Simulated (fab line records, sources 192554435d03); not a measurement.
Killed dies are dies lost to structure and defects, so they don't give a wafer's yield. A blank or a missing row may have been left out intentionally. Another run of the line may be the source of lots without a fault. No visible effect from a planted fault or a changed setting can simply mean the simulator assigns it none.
Chamber matching | flow n5-finfet | N5_BEOL_M1_ETCH_74 on rie-diel-04 has 4 sister chambers
The step etches underlayer in N2/H2, target depth 6.5 nm, time 5.2 s. 24 wafers are shown with their chamber, then 12 later ones without.

## WAFERS, EACH WITH ITS CHAMBER
wafer  | chamber | showerhead-plenum-p-Torr (Torr) | throttle-valve-pct (%) | drypump-motor-current-A (A)
L076.3 | 0       | 2.43                            | 18.20                  | 4.7
L076.4 | 2       | 2.64                            | 17.51                  | 5.8
L076.6 | 0       | 2.43                            | 18.19                  | 4.7
L077.1 | 2       | 2.64                            | 17.50                  | 5.8
L077.2 | 0       | 2.43                            | 18.18                  | 4.7
L077.3 | 1       | 2.50                            | 18.02                  | 6.1
L077.4 | 0       | 2.43                            | 18.20                  | 4.7
L077.5 | 2       | 2.64                            | 17.50                  | 5.8
L077.6 | 1       | 2.50                            | 18.04                  | 6.1
L078.1 | 1       | 2.50                            | 18.04                  | 6.1
L078.2 | 0       | 2.42                            | 18.21                  | 4.7
L078.3 | 2       | 2.64                            | 17.51                  | 5.8
L078.4 | 0       | 2.42                            | 18.18                  | 4.7
L078.5 | 1       | 2.50                            | 18.03                  | 6.1
L078.6 | 2       | 2.64                            | 17.53                  | 5.7
L079.1 | 2       | 2.64                            | 17.54                  | 5.7
L079.2 | 3       | 2.51                            | 18.20                  | 6.0
L079.3 | 0       | 2.42                            | 18.21                  | 4.7
L079.4 | 2       | 2.64                            | 17.54                  | 5.7
L079.5 | 3       | 2.51                            | 18.22                  | 6.0
L079.6 | 0       | 2.42                            | 18.20                  | 4.7
L080.1 | 0       | 2.42                            | 18.23                  | 4.7
L080.2 | 3       | 2.51                            | 18.22                  | 5.9
L080.4 | 0       | 2.42                            | 18.21                  | 4.7

SIGNATURES (averages over the wafers above)
reading                  | chamber 0 | chamber 1 | chamber 2 | chamber 3 | scatter within a chamber
showerhead-plenum-p-Torr | 2.4240    | 2.5000    | 2.6400    | 2.5100    | 0.00346
throttle-valve-pct       | 18.2010   | 18.0325   | 17.5186   | 18.2133   | 0.015
drypump-motor-current-A  | 4.700     | 6.100     | 5.757     | 5.967     | 0.0345
Rule: for each reading, subtract the chamber's mean from the wafer's reading, divide by that reading's scatter and square the result; add these up over the readings and take the root, which gives the wafer's distance from the chamber. The wafer belongs to the nearest chamber; if the next one is less than 2 further off, it can't be placed. How the scatter is found: for the shown wafers, subtract from each reading the mean of its chamber, square and add these, divide the total by (wafers less chambers), then take the root.

## WAFERS MISSING THEIR CHAMBER
wafer  | showerhead-plenum-p-Torr (Torr) | throttle-valve-pct (%) | drypump-motor-current-A (A)
L081.2 | 2.42                            | 18.20                  | 4.7
L081.5 | 2.64                            | 17.55                  | 5.7
L081.6 | 2.51                            | 18.23                  | 5.9
L085.2 | 2.51                            | 18.25                  | 6.0
L085.4 | 2.50                            | 17.56                  | 6.1
L085.5 | 2.63                            | 17.51                  | 5.7
L087.3 | 2.63                            | 17.55                  | 5.7
L087.4 | 2.50                            | 17.61                  | 6.1
L087.5 | 2.51                            | 18.23                  | 6.0
L097.1 | 2.41                            | 18.25                  | 4.7
L097.3 | 2.49                            | 17.59                  | 6.1
L097.5 | 2.62                            | 17.56                  | 5.7

## EACH ONE'S CHAMBER
wafer  | from the rows above | in truth
L081.2 | 0                   | 0
L081.5 | 2                   | 2
L081.6 | 3                   | 3
L085.2 | 3                   | 3
L085.4 | 1                   | 1
L085.5 | 2                   | 2
L087.3 | 2                   | 2
L087.4 | 1                   | 1
L087.5 | 3                   | 3
L097.1 | 0                   | 0
L097.3 | 1                   | 1
L097.5 | 2                   | 2
12 of 12 placed correctly. From these rows, 0 cannot be placed. Wrongly placed: 0.
